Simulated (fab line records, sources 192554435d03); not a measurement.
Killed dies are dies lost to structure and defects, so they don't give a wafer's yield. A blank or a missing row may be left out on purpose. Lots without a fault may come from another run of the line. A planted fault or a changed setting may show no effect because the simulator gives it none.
Chamber matching | flow n5_finfet | N5_BEOL_M8_ETCH_72 on rie_diel-02: 4 sister chambers
The step etches underlayer in N2/H2, target depth 6.5 nm, time 5.2 s. 18 wafers are shown with their chamber, then 9 later ones without.

WAFERS WITH THEIR CHAMBER
wafer  | chamber | drypump_motor_current_A (A) | oes_product_au (a.u.) | showerhead_plenum_p_Torr (Torr)
L075.1 | 2       | 5.69                        | 0.60                  | 2.51
L075.2 | 1       | 5.18                        | 0.63                  | 2.45
L075.3 | 0       | 5.65                        | 0.59                  | 2.45
L076.2 | 0       | 5.71                        | 0.60                  | 2.44
L076.3 | 3       | 5.76                        | 0.79                  | 2.52
L076.6 | 3       | 5.74                        | 0.78                  | 2.52
L078.1 | 1       | 5.21                        | 0.64                  | 2.45
L078.5 | 2       | 5.68                        | 0.60                  | 2.50
L078.6 | 3       | 5.78                        | 0.77                  | 2.52
L079.3 | 1       | 5.20                        | 0.63                  | 2.45
L079.4 | 2       | 5.69                        | 0.60                  | 2.50
L079.5 | 3       | 5.75                        | 0.77                  | 2.52
L085.2 | 0       | 5.71                        | 0.57                  | 2.44
L085.3 | 3       | 5.76                        | 0.75                  | 2.51
L085.6 | 1       | 5.21                        | 0.63                  | 2.44
L086.1 | 1       | 5.22                        | 0.62                  | 2.44
L086.3 | 0       | 5.69                        | 0.58                  | 2.44
L086.4 | 1       | 5.19                        | 0.62                  | 2.44

SIGNATURES (means of the wafers above)
reading                  | chamber 0 | chamber 1 | chamber 2 | chamber 3 | scatter within a chamber
drypump_motor_current_A  | 5.6900    | 5.2017    | 5.6867    | 5.7580    | 0.0178
oes_product_au           | 0.5850    | 0.6283    | 0.6000    | 0.7720    | 0.0109
showerhead_plenum_p_Torr | 2.4425    | 2.4450    | 2.5033    | 2.5180    | 0.00515
Rule: a wafer's distance from a chamber is the root of the sum, over the readings, of the square of ((its reading less the chamber's mean) divided by the reading's scatter). The wafer belongs to the nearest chamber; if the next one is less than 2 further off, it can't be placed. The scatter: the root of (the sum of the squares of (reading less its chamber's mean) over the shown wafers, divided by (wafers less chambers)).

WAFERS WITHOUT THEIR CHAMBER
wafer  | drypump_motor_current_A (A) | oes_product_au (a.u.) | showerhead_plenum_p_Torr (Torr)
L087.1 | 5.23                        | 0.61                  | 2.44
L087.2 | 5.69                        | 0.58                  | 2.43
L087.3 | 5.74                        | 0.74                  | 2.51
L092.2 | 5.70                        | 0.81                  | 2.49
L092.4 | 5.25                        | 0.62                  | 2.43
L092.5 | 5.69                        | 0.80                  | 2.49
L094.2 | 5.25                        | 0.61                  | 2.43
L094.4 | 5.77                        | 0.73                  | 2.50
L094.6 | 5.20                        | 0.60                  | 2.43

WHICH CHAMBER EACH WENT THROUGH
wafer  | from the rows above | in truth
L087.1 | 1                   | 1
L087.2 | 0                   | 0
L087.3 | 3                   | 3
L092.2 | 3                   | 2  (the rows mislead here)
L092.4 | 1                   | 1
L092.5 | 3                   | 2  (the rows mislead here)
L094.2 | 1                   | 1
L094.4 | 3                   | 3
L094.6 | 1                   | 1
Placed correctly: 7 of 9. Can't be placed from these rows: 0. Placed wrongly: 2.
